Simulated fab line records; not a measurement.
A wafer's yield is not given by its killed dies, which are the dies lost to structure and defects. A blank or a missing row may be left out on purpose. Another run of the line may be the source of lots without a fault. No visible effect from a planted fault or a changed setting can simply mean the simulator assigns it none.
Chamber matching | flow n5_finfet | N5_BEOL_M8_DESCUM_33 on rie_diel-05 has 4 sister chambers
The step chemistry O2, time 7 s. 7 wafers are shown with their chamber, then 9 later ones without.

EACH WAFER AND ITS CHAMBER
wafer  | chamber | showerhead_plenum_p_Torr (Torr) | throttle_valve_pct (%)
L080.5 | 2       | 2.13                            | 19.85
L082.1 | 0       | 2.22                            | 20.42
L082.6 | 0       | 2.22                            | 20.44
L083.1 | 3       | 2.06                            | 20.20
L085.3 | 1       | 2.17                            | 20.23
L085.5 | 2       | 2.12                            | 19.89
L085.6 | 1       | 2.17                            | 20.24

WAFERS WITHOUT THEIR CHAMBER
wafer  | showerhead_plenum_p_Torr (Torr) | throttle_valve_pct (%)
L089.1 | 2.16                            | 20.25
L089.4 | 2.05                            | 20.23
L089.6 | 2.12                            | 19.89
L095.2 | 2.05                            | 20.25
L095.4 | 2.21                            | 20.47
L095.5 | 2.21                            | 20.48
L097.3 | 2.04                            | 20.26
L097.4 | 2.04                            | 20.27
L097.6 | 2.16                            | 20.27

WHICH CHAMBER EACH ONE RAN IN
wafer  | from the rows above | in truth
L089.1 | 1                   | 1
L089.4 | 3                   | 3
L089.6 | 2                   | 2
L095.2 | 3                   | 3
L095.4 | 0                   | 0
L095.5 | 0                   | 0
L097.3 | 3                   | 3
L097.4 | 3                   | 3
L097.6 | 1                   | 1
Correctly placed: 9 of 9. Can't be placed from these rows: 0. Number placed wrongly: 0.
How it was worked out, from the rows above alone: a wafer's distance from a chamber is the root of the sum, over the readings, of the square of ((its reading less the chamber's mean) divided by the reading's scatter). The wafer belongs to the nearest chamber; if the next one is less than 2 further off, it can't be placed. A chamber's mean is the mean of its shown wafers. The scatter: the root of (the sum of the squares of (reading less its chamber's mean) over the shown wafers, divided by (wafers less chambers)).
